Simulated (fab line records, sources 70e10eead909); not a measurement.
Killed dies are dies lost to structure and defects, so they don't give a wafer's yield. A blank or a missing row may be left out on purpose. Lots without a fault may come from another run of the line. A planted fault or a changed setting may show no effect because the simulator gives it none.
Chamber matching | flow nand_harc | NHARC_A_CONTACT_DEP_29 on pecvd-02: 3 sister chambers
The step deposits SiON, target thk 70 nm. 6 wafers are shown with their chamber, then 9 later ones without.

WAFERS WITH THEIR CHAMBER
wafer  | chamber | heater_power_w (W) | rf_fwd_power_W (W)
L077.3 | 2       | 768                | 347.7
L082.4 | 0       | 860                | 349.0
L088.3 | 2       | 736                | 348.9
L092.3 | 1       | 853                | 346.5
L092.5 | 0       | 869                | 349.7
L092.6 | 1       | 812                | 345.9

WAFERS WITHOUT THEIR CHAMBER
wafer  | heater_power_w (W) | rf_fwd_power_W (W)
L097.1 | 821                | 348.5
L097.5 | 890                | 349.7
L097.6 | 825                | 349.8
L095.1 | 783                | 347.9
L095.3 | 712                | 348.8
L095.5 | 791                | 348.4
L096.3 | 742                | 349.5
L096.5 | 740                | 349.2
L096.6 | 803                | 349.7

WHICH CHAMBER EACH WENT THROUGH
wafer  | from the rows above          | in truth
L097.1 | can't be placed: 0 or 2 or 1 | 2
L097.5 | 0                            | 0
L097.6 | 0                            | 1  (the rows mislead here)
L095.1 | 2                            | 2
L095.3 | 2                            | 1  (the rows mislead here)
L095.5 | can't be placed: 2 or 0      | 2
L096.3 | 2                            | 2
L096.5 | 2                            | 2
L096.6 | can't be placed: 0 or 2      | 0
Placed correctly: 4 of 9. Can't be placed from these rows: 3 (the true chamber is among the candidates in 3). Placed wrongly: 2.
How it was worked out, from the rows above alone: a wafer's distance from a chamber is the root of the sum, over the readings, of the square of ((its reading less the chamber's mean) divided by the reading's scatter). The wafer belongs to the nearest chamber; if the next one is less than 2 further off, it can't be placed. A chamber's mean is the mean of its shown wafers. The scatter: the root of (the sum of the squares of (reading less its chamber's mean) over the shown wafers, divided by (wafers less chambers)).
